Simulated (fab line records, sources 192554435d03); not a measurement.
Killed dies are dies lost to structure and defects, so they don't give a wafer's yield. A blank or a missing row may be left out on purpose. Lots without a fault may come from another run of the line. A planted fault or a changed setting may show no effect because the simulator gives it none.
Chamber matching | flow n5_finfet | N5_FIN_SAQP_MANDREL2_REMOVE_60 on rie_si-01: 4 sister chambers
The step chemistry HBr/Cl2/O2, target a-Si, stops on SiNx, bt time 10 s. 16 wafers are shown with their chamber, then 8 later ones without.

WAFERS WITH THEIR CHAMBER
wafer  | chamber | throttle_valve_pct (%) | oes_o_777_au (a.u.) | oes_product_au (a.u.)
L077.1 | 1       | 36.80                  | 1.01                | 1.020
L077.2 | 3       | 36.43                  | 1.02                | 0.992
L077.3 | 2       | 36.42                  | 1.02                | 1.016
L083.2 | 3       | 36.42                  | 1.03                | 0.997
L083.5 | 0       | 36.47                  | 1.08                | 1.003
L083.6 | 3       | 36.44                  | 1.03                | 1.002
L084.1 | 2       | 36.43                  | 1.04                | 1.020
L084.3 | 1       | 36.80                  | 1.01                | 1.005
L084.5 | 1       | 36.79                  | 1.00                | 1.014
L086.2 | 0       | 36.47                  | 1.08                | 1.007
L086.4 | 2       | 36.42                  | 1.03                | 1.011
L086.5 | 3       | 36.43                  | 1.03                | 0.998
L087.1 | 0       | 36.49                  | 1.07                | 1.013
L087.4 | 3       | 36.42                  | 1.03                | 0.994
L087.5 | 0       | 36.47                  | 1.08                | 1.019
L092.4 | 0       | 36.48                  | 1.08                | 1.003

SIGNATURES (means of the wafers above)
reading            | chamber 0 | chamber 1 | chamber 2 | chamber 3 | scatter within a chamber
throttle_valve_pct | 36.4760   | 36.7967   | 36.4233   | 36.4280   | 0.00782
oes_o_777_au       | 1.0780    | 1.0067    | 1.0300    | 1.0280    | 0.00596
oes_product_au     | 1.00900   | 1.01300   | 1.01567   | 0.99660   | 0.00582
Rule: a wafer's distance from a chamber is the root of the sum, over the readings, of the square of ((its reading less the chamber's mean) divided by the reading's scatter). The wafer belongs to the nearest chamber; if the next one is less than 2 further off, it can't be placed. The scatter: the root of (the sum of the squares of (reading less its chamber's mean) over the shown wafers, divided by (wafers less chambers)).

WAFERS WITHOUT THEIR CHAMBER
wafer  | throttle_valve_pct (%) | oes_o_777_au (a.u.) | oes_product_au (a.u.)
L092.5 | 36.48                  | 1.08                | 1.008
L092.6 | 36.80                  | 1.01                | 0.996
L093.1 | 36.79                  | 1.01                | 1.011
L093.2 | 36.44                  | 1.03                | 1.005
L093.6 | 36.82                  | 1.02                | 1.004
L097.2 | 36.42                  | 1.03                | 1.009
L097.3 | 36.50                  | 1.08                | 1.011
L097.5 | 36.44                  | 1.03                | 1.013

WHICH CHAMBER EACH WENT THROUGH
wafer  | from the rows above     | in truth
L092.5 | 0                       | 0
L092.6 | 1                       | 1
L093.1 | 1                       | 1
L093.2 | can't be placed: 3 or 2 | 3
L093.6 | 1                       | 1
L097.2 | can't be placed: 2 or 3 | 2
L097.3 | 0                       | 0
L097.5 | can't be placed: 2 or 3 | 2
Placed correctly: 5 of 8. Can't be placed from these rows: 3 (the true chamber is among the candidates in 3). Placed wrongly: 0.
